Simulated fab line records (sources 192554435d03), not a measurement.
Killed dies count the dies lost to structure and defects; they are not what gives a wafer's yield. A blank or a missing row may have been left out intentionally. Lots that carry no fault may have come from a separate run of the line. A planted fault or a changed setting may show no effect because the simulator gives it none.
Matching of chambers || flow n5Finfet || N5_BEOL_M0_ALD_136 on aldMetal-04 has 4 sister chambers
The step deposits TaN, pulse time 2 s, purge time 3 s, co reactant purge time 2 s. 8 wafers are shown with their chamber, then 9 later ones without.

## WAFERS PAIRED WITH THEIR CHAMBERS
{"wafer": "L087.3", "chamber": 3, "heaterPowerW (W)": 445}
{"wafer": "L086.3", "chamber": 0, "heaterPowerW (W)": 434}
{"wafer": "L089.2", "chamber": 1, "heaterPowerW (W)": 392}
{"wafer": "L089.3", "chamber": 2, "heaterPowerW (W)": 405}
{"wafer": "L089.5", "chamber": 1, "heaterPowerW (W)": 411}
{"wafer": "L091.1", "chamber": 0, "heaterPowerW (W)": 439}
{"wafer": "L091.2", "chamber": 3, "heaterPowerW (W)": 432}
{"wafer": "L091.3", "chamber": 2, "heaterPowerW (W)": 396}

## WAFERS WITH NO CHAMBER GIVEN
{"wafer": "L095.2", "heaterPowerW (W)": 405}
{"wafer": "L095.3", "heaterPowerW (W)": 430}
{"wafer": "L095.4", "heaterPowerW (W)": 435}
{"wafer": "L097.2", "heaterPowerW (W)": 431}
{"wafer": "L097.4", "heaterPowerW (W)": 434}
{"wafer": "L097.5", "heaterPowerW (W)": 396}
{"wafer": "L096.1", "heaterPowerW (W)": 428}
{"wafer": "L096.2", "heaterPowerW (W)": 432}
{"wafer": "L096.4", "heaterPowerW (W)": 392}

## CHAMBER TAKEN BY EACH
{"wafer": "L095.2", "from the rows above": "can't be placed: 1 or 2", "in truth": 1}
{"wafer": "L095.3", "from the rows above": "can't be placed: 0 or 3", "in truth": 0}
{"wafer": "L095.4", "from the rows above": "can't be placed: 0 or 3", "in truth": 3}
{"wafer": "L097.2", "from the rows above": "can't be placed: 0 or 3", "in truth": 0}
{"wafer": "L097.4", "from the rows above": "can't be placed: 0 or 3", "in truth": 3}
{"wafer": "L097.5", "from the rows above": "can't be placed: 2 or 1", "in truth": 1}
{"wafer": "L096.1", "from the rows above": "can't be placed: 0 or 3", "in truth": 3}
{"wafer": "L096.2", "from the rows above": "can't be placed: 0 or 3", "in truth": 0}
{"wafer": "L096.4", "from the rows above": "can't be placed: 2 or 1", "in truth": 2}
Correct placement for 0 of the 9. Cannot be placed on the basis of these rows: 9; the candidates contain the true chamber in 9. Number placed wrongly: 0.
How it was worked out, from the rows above alone: a wafer's distance from a chamber is the root of the sum, over the readings, of the square of ((its reading less the chamber's mean) divided by the reading's scatter). The wafer belongs to the nearest chamber; if the next one is less than 2 further off, it can't be placed. The mean given for a chamber averages the wafers shown for that chamber. The scatter is the square root of a quotient: the sum, over the shown wafers, of each reading's squared deviation from its chamber's mean, divided by wafers minus chambers.
